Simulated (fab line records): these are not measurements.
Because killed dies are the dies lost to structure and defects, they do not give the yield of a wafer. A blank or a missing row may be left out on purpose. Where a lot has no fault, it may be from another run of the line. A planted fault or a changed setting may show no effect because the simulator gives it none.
fab line records	flow n5Finfet
record lots=11	wafers=29	lastDay=18
route steps=1938 shown BEOL_M2@908 BEOL_M4@1111 PASSIVATION@1936
lots that met no fault: taken from a fault-free run of the same line
startH: hours from the record's first day to the start of the lot's first wafer shown	waitH: hours from the lot's prior step to this one	" identical to the entry in the row above	L1.1+2: a row that stands for several wafers	- no value, or no start given	* or withheld: withheld	< > ~ a bound
route shown NAME@n: a module of which the file shows steps, and the number in the route of the first	usual: mean/standard deviation taken from wafers without a fault	same: alike in all rows	chamber/n: place in a boat	sites: each site's reading	_std_site: the values' standard deviation	_edge_site: outer sites' mean less inner sites'	radiusMm: for every site, how far away it sits from the centre of the wafer	mask NAME#n: copy n	behind: the last tool/chamber to shape the wafer	hold: what put the lot on hold/how long, in hours/how the hold closed	device: which transistor (n, p or np) failed to switch	end of line: the tests these same wafers got at the end of their route	where a step has no rows: the recipe by itself	killed: not the wafer's yield, but the dies lost to structure and defects at the first sort	map: dies across one wafer; x = killed, . = not, _ = none there
set.NAME: the setting as run; set.NAME@STEP: as run at that earlier step	model.NAME: the simulator's own value behind a step, which no gauge read
a sample of lots followed through the steps of the route, with each step as a table and each wafer as a row
services: a tool's chamber out of use, with start hour (startH, from the record's first day; less than 0 if before it), hours out, and reason
## steps
# step N5_BEOL_M2_SPUTTER_81
# recipe material=Cu	targetThkA=45	tempC=-20	chamberPressurePa=0.07	powerW=withheld	timeS=8.29
# usual susceptorTempC=-19.99/0.1	throttleValvePct=30.3/1
lot.wafer	tool	chamber	startH	waitH	susceptorTempC	throttleValvePct
L513.2	pvdSputter-03	-	135.98	0.1	-20.03	29.4
L513.3	"	-	"	"	-20.03	30.6
L513.4	"	-	"	"	-20.00	29.3
L520.3	pvdSputter-02	-	187.78	0.1	-20.14	31.9
L520.5	"	-	"	"	-19.97	30.0
L520.6	"	-	"	"	-20.05	32.1
L521.2	pvdSputter-01	-	194.10	0.1	-19.97	30.9
L521.3	"	-	"	"	-20.16	28.7
L519.5	pvdSputter-02	-	194.26	0.0	-20.06	29.9
L519.6	"	-	"	"	-19.98	30.3
L522.1	pvdSputter-02	-	200.60	0.1	-19.85	30.8
L522.3	"	-	"	"	-19.85	31.8
L522.4	"	-	"	"	-20.02	30.0
L524.4	pvdSputter-01	-	205.06	0.1	-19.87	31.6
L524.6	"	-	"	"	-20.03	31.0
L527.2	pvdSputter-01	-	220.31	0.1	-20.16	29.8
L527.3	"	-	"	"	-20.08	31.1
L527.6	"	-	"	"	-19.95	28.2
L528.1	pvdSputter-02	-	227.21	0.1	-19.88	29.9
L528.2	"	-	"	"	-19.84	30.5
L528.3	"	-	"	"	-19.99	29.9
L534.2	pvdSputter-03	-	275.05	0.1	-20.05	29.4
L534.3	"	-	"	"	-20.10	30.7
L534.6	"	-	"	"	-19.99	29.3
L535.1	pvdSputter-03	-	280.32	0.1	-20.10	31.1
L535.4	"	-	"	"	-20.34	29.2
L535.6	"	-	"	"	-20.19	29.2
L536.1	pvdSputter-02	-	289.71	0.1	-20.03	29.9
L536.4	"	-	"	"	-20.05	31.8
# step N5_BEOL_M2_SPUTTER_86
# recipe material=Cu	targetThkA=45	tempC=-20	chamberPressurePa=0.07	powerW=withheld	timeS=8.29
# usual susceptorTempC=-19.99/0.092	throttleValvePct=30.3/1
lot.wafer	tool	chamber	startH	waitH	susceptorTempC	throttleValvePct
L513.2	pvdSputter-03	-	136.20	0.1	-19.95	29.4
L513.3	"	-	"	"	-20.01	30.8
L513.4	"	-	"	"	-19.90	29.3
L520.3	pvdSputter-02	-	188.00	0.1	-20.02	31.9
L520.5	"	-	"	"	-20.10	29.9
L520.6	"	-	"	"	-19.93	32.0
L521.2	pvdSputter-01	-	194.32	0.1	-19.85	31.0
L521.3	"	-	"	"	-20.14	28.2
L519.5	pvdSputter-02	-	194.48	0.0	-19.98	29.9
L519.6	"	-	"	"	-20.20	30.6
L522.1	pvdSputter-02	-	200.82	0.1	-19.97	30.1
L522.3	"	-	"	"	-20.07	32.2
L522.4	"	-	"	"	-20.03	29.5
L524.4	pvdSputter-01	-	205.28	0.1	-20.11	31.9
L524.6	"	-	"	"	-20.00	30.8
L527.2	pvdSputter-01	-	220.53	0.1	-19.97	30.0
L527.3	"	-	"	"	-20.07	31.0
L527.6	"	-	"	"	-20.15	28.6
L528.1	pvdSputter-02	-	227.43	0.1	-20.20	30.1
L528.2	"	-	"	"	-19.98	30.6
L528.3	"	-	"	"	-19.87	29.9
L534.2	pvdSputter-03	-	278.44	3.2	-20.03	29.5
L534.3	"	-	"	"	-20.04	30.5
L534.6	"	-	"	"	-20.06	29.5
L535.1	pvdSputter-03	-	280.54	0.1	-19.92	30.8
L535.4	"	-	"	"	-19.86	29.2
L535.6	"	-	"	"	-19.95	29.4
L536.1	pvdSputter-02	-	289.93	0.1	-20.09	30.1
L536.4	"	-	"	"	-19.99	32.0
# step N5_BEOL_M2_SPUTTER_88
# recipe material=Cu	targetThkA=45	tempC=-20	chamberPressurePa=0.07	powerW=withheld	timeS=8.29
# usual susceptorTempC=-19.99/0.1	throttleValvePct=30.3/0.99
lot.wafer	tool	chamber	startH	waitH	susceptorTempC	throttleValvePct
L513.2	pvdSputter-03	-	136.42	0.1	-20.05	29.2
L513.3	"	-	"	"	-19.91	31.1
L513.4	"	-	"	"	-19.97	28.8
L520.3	pvdSputter-02	-	188.22	0.1	-19.87	32.2
L520.5	"	-	"	"	-19.86	30.0
L520.6	"	-	"	"	-19.98	32.0
L521.2	pvdSputter-01	-	194.54	0.1	-20.00	31.2
L521.3	"	-	"	"	-19.95	28.3
L519.5	pvdSputter-02	-	194.70	0.0	-19.92	30.1
L519.6	"	-	"	"	-20.06	30.5
L522.1	pvdSputter-02	-	201.04	0.1	-20.20	30.4
L522.3	"	-	"	"	-20.02	31.9
L522.4	"	-	"	"	-19.92	30.2
L524.4	pvdSputter-01	-	205.50	0.1	-20.02	31.9
L524.6	"	-	"	"	-20.19	31.1
L527.2	pvdSputter-01	-	220.75	0.1	-19.85	29.8
L527.3	"	-	"	"	-20.09	31.0
L527.6	"	-	"	"	-19.85	28.6
L528.1	pvdSputter-02	-	227.65	0.1	-19.89	30.0
L528.2	"	-	"	"	-20.15	30.3
L528.3	"	-	"	"	-20.05	29.8
L534.2	pvdSputter-03	-	278.66	0.1	-19.96	29.3
L534.3	"	-	"	"	-19.98	30.7
L534.6	"	-	"	"	-20.04	29.6
L535.1	pvdSputter-03	-	280.76	0.1	-20.05	30.9
L535.4	"	-	"	"	-19.95	29.4
L535.6	"	-	"	"	-19.92	29.2
L536.1	pvdSputter-02	-	290.15	0.1	-20.11	29.8
L536.4	"	-	"	"	-20.15	32.0
# step N5_BEOL_M2_ANNEAL_91
# recipe tempC=400	timeS=240	ambient=vacuum
# usual heaterPowerW=829/120	susceptorTempC=399.99/0.21	susceptor_temp_C_max=400.95/0.28
lot.wafer	tool	chamber	startH	waitH	heaterPowerW	susceptorTempC	susceptor_temp_C_max
L513.2	pvdSputter-03	-	136.72	0.0	721	400.03	400.76
L513.3	"	-	"	"	897	400.33	401.15
L513.4	"	-	"	"	906	400.16	401.08
L520.3	pvdSputter-02	-	188.52	0.0	672	400.20	400.98
L520.5	"	-	"	"	865	399.95	401.17
L520.6	"	-	"	"	703	400.43	401.09
L521.2	pvdSputter-01	-	194.84	0.0	747	400.02	401.49
L521.3	"	-	"	"	667	399.76	400.61
L519.5	pvdSputter-02	-	195.03	0.1	897	399.98	400.93
L519.6	"	-	"	"	945	400.46	401.40
L522.1	pvdSputter-02	-	201.34	0.0	919	400.17	401.14
L522.3	"	-	"	"	680	400.05	400.88
L522.4	"	-	"	"	926	399.89	400.94
L524.4	pvdSputter-01	-	205.80	0.0	761	400.19	400.99
L524.6	"	-	"	"	717	399.94	401.07
L527.2	pvdSputter-01	-	221.05	0.0	-	-	-
L527.3	"	-	"	"	-	-	-
L527.6	"	-	"	"	-	-	-
L528.1	pvdSputter-02	-	227.95	0.0	-	-	-
L528.2	"	-	"	"	-	-	-
L528.3	"	-	"	"	-	-	-
L534.2	pvdSputter-03	-	278.96	0.0	724	399.92	400.73
L534.3	"	-	"	"	872	399.88	400.70
L534.6	"	-	"	"	717	399.88	400.64
L535.1	pvdSputter-03	-	281.06	0.0	1040	400.03	401.03
L535.4	"	-	"	"	872	399.88	401.17
L535.6	"	-	"	"	902	399.96	401.25
L536.1	pvdSputter-02	-	290.45	0.0	922	400.01	400.92
L536.4	"	-	"	"	700	400.07	400.88
# step N5_BEOL_M4_RC_MEAS_101
# usual DIBL_N=35.8/1.5	DIBL_P=35.9/1.8	IOFF_N=0.152/0.025	IOFF_P=0.21/0.031	ION_N=672/11	ION_P=462/7.4	SS_N=71.5/0.52	SS_P=73.2/0.54	VT_N=250/3	VT_P=-250/3.3
lot.wafer	tool	chamber	startH	waitH	DIBL_N[mV/V]	DIBL_P[mV/V]	IOFF_N[nA/um]	IOFF_P[nA/um]	ION_N[uA/um]	ION_P[uA/um]	SS_N[mV/dec]	SS_P[mV/dec]	VT_N[mV]	VT_P[mV]
L513.2	prober-02	0	172.02	0.2	37.7	37.6	0.168	0.25	681	470	71.9	73.4	250	-247
L513.3	"	0	"	"	35.8	35.2	0.146	0.20	669	463	71.5	73.2	250	-248
L513.4	"	0	"	"	35.6	36.1	0.145	0.22	672	472	71.4	72.5	251	-248
L520.3	prober-02	0	209.16	0.3	37.0	36.6	0.143	0.19	670	459	71.6	73.8	252	-255
L520.5	"	0	"	"	37.5	37.7	0.146	0.19	665	453	71.9	74.1	254	-255
L520.6	"	0	"	"	35.0	33.7	0.112	0.14	661	450	71.4	72.9	256	-259
L521.2	prober-02	0	215.76	0.2	34.6	34.5	0.115	0.15	652	449	71.6	72.3	256	-255
L521.3	"	0	"	"	36.3	36.1	0.146	0.18	669	463	71.1	72.7	252	-253
L519.5	prober-02	0	219.01	0.6	36.8	38.6	0.155	0.19	678	459	71.0	73.4	252	-252
L519.6	"	0	"	"	37.5	38.5	0.170	0.20	676	463	70.9	73.9	251	-254
L522.1	prober-01	0	230.98	0.0	35.9	35.9	0.158	0.21	673	464	71.3	72.6	248	-245
L522.3	"	0	"	"	36.2	36.9	0.169	0.23	684	469	71.0	73.7	248	-248
L522.4	"	0	"	"	35.8	36.0	0.161	0.21	685	466	70.9	73.8	248	-251
L524.4	prober-02	0	240.38	0.5	36.5	35.2	0.167	0.21	681	466	72.1	72.9	251	-246
L524.6	"	0	"	"	35.9	34.6	0.151	0.20	670	462	70.9	73.4	250	-248
L527.2	prober-01	0	246.47	0.2	35.0	34.8	0.141	0.19	677	463	71.7	72.9	249	-253
L527.3	"	0	"	"	35.6	35.4	0.143	0.20	667	464	71.7	73.0	253	-251
L527.6	"	0	"	"	35.9	36.6	0.164	0.22	678	466	71.9	73.7	248	-249
L528.1	prober-02	0	261.63	0.0	35.2	36.2	0.142	0.20	675	461	71.5	73.4	250	-252
L528.2	"	0	"	"	38.9	40.1	0.205	0.27	687	475	72.3	74.0	245	-247
L528.3	"	0	"	"	35.4	35.7	0.134	0.20	658	456	71.5	72.7	250	-251
L534.2	prober-02	0	300.52	0.2	33.7	34.6	0.135	0.20	662	465	71.3	72.6	251	-249
L534.3	"	0	"	"	33.9	34.2	0.133	0.19	664	455	71.8	73.0	253	-251
L534.6	"	0	"	"	34.5	34.7	0.145	0.20	653	455	71.4	73.2	254	-252
L535.1	prober-01	0	303.34	0.0	36.0	35.4	0.146	0.22	676	467	71.5	73.1	251	-249
L535.4	"	0	"	"	35.9	35.9	0.154	0.23	678	466	71.8	73.0	246	-248
L535.6	"	0	"	"	35.4	35.1	0.144	0.21	693	468	71.3	72.4	251	-248
L536.1	prober-02	0	321.00	0.0	35.6	35.7	0.151	0.21	666	465	71.9	73.4	251	-251
L536.4	"	0	"	"	35.0	34.9	0.137	0.19	675	472	71.3	72.8	256	-253
# step N5_PASSIVATION_PROBE_49
# usual defectLimitedYield=91.7/1.7	killed_at_M0_to_M3=34/10	killed_at_M4_up=13/5.1	killedAtContacts=12/6.2	killedAtFrontEnd=36/12	killedAtOther=3.2/2.6	killedDies=98/20	killedOnRim=13/4.5	killedOpen=65/13	killedShort=32/8.4	sort_bin_5_function=4.8/1.1	sort_bin_6_memory=3.2/0.74	sort_bin_8_speed=0.00/0.012	sortNPass=1082/20	sortYieldPct=91.7/1.7
# same grossDies=1180	killedAtBackSide=0	sort_bin_4_leakage[%]=0
lot.wafer	tool	chamber	startH	waitH	defectLimitedYield[%]	killed_at_M0_to_M3	killed_at_M4_up	killedAtContacts	killedAtFrontEnd	killedAtOther	killedDies	killedOnRim	killedOpen	killedShort	sort_bin_5_function[%]	sort_bin_6_memory[%]	sort_bin_8_speed[%]	sortNPass	sortYieldPct[%]
L528.1	prober-01	-	362.68	0.0	92.5	28	8	10	38	5	89	13	56	31	4.7	2.5	0	1091	92.5
L528.3	prober-01	-	362.78	0.1	92.4	32	17	8	26	7	90	12	58	32	4.7	2.7	0	1090	92.4
# killed by level:class
L528.1 MOL_CONTACT_COAG:geometricParticle:open=9 DUMMY_GATE:geometricParticle:open=7 FIN_SAQP:geometricParticle:short=6 BEOL_M0_SAQP:geometricParticle:short=6 FIN_SAQP:geometricParticle:open=5 STI_FIN_REVEAL:geometricParticle:open=5 BEOL_M1:geometricParticle:open=5 BEOL_M2:geometricParticle:open=5
L528.3 BEOL_M0_SAQP:geometricParticle:open=12 BEOL_M0_SAQP:geometricParticle:short=12 BEOL_M4:geometricParticle:open=9 MOL_CONTACT_COAG:geometricParticle:open=7 STI_FIN_REVEAL:geometricParticle:open=5 FIN_SAQP:geometricParticle:short=4 BEOL_M8:geometricParticle:open=4 DUMMY_GATE:geometricParticle:open=3
## services
tool	chamber	startH	hours	kind
pvdSputter-01	-	260.51	3.0	repair
## key
firstSign step=N5_BEOL_M2_ANNEAL_91	reading=toolRecord	direction=missing
effect none on later readings
metAt N5_BEOL_M2_ANNEAL_91
struckLots L527,L528
notActingAt N5_BEOL_M2_SPUTTER_81,N5_BEOL_M2_SPUTTER_86,N5_BEOL_M2_SPUTTER_88
onsetBetween 205.80 221.05
fault kind=skippedStepWhole	tool=pvdSputter-01,pvdSputter-02	chamber=-	onsetH=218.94	steps=N5_BEOL_M2_ANNEAL_91	scope=struckLotsOnly
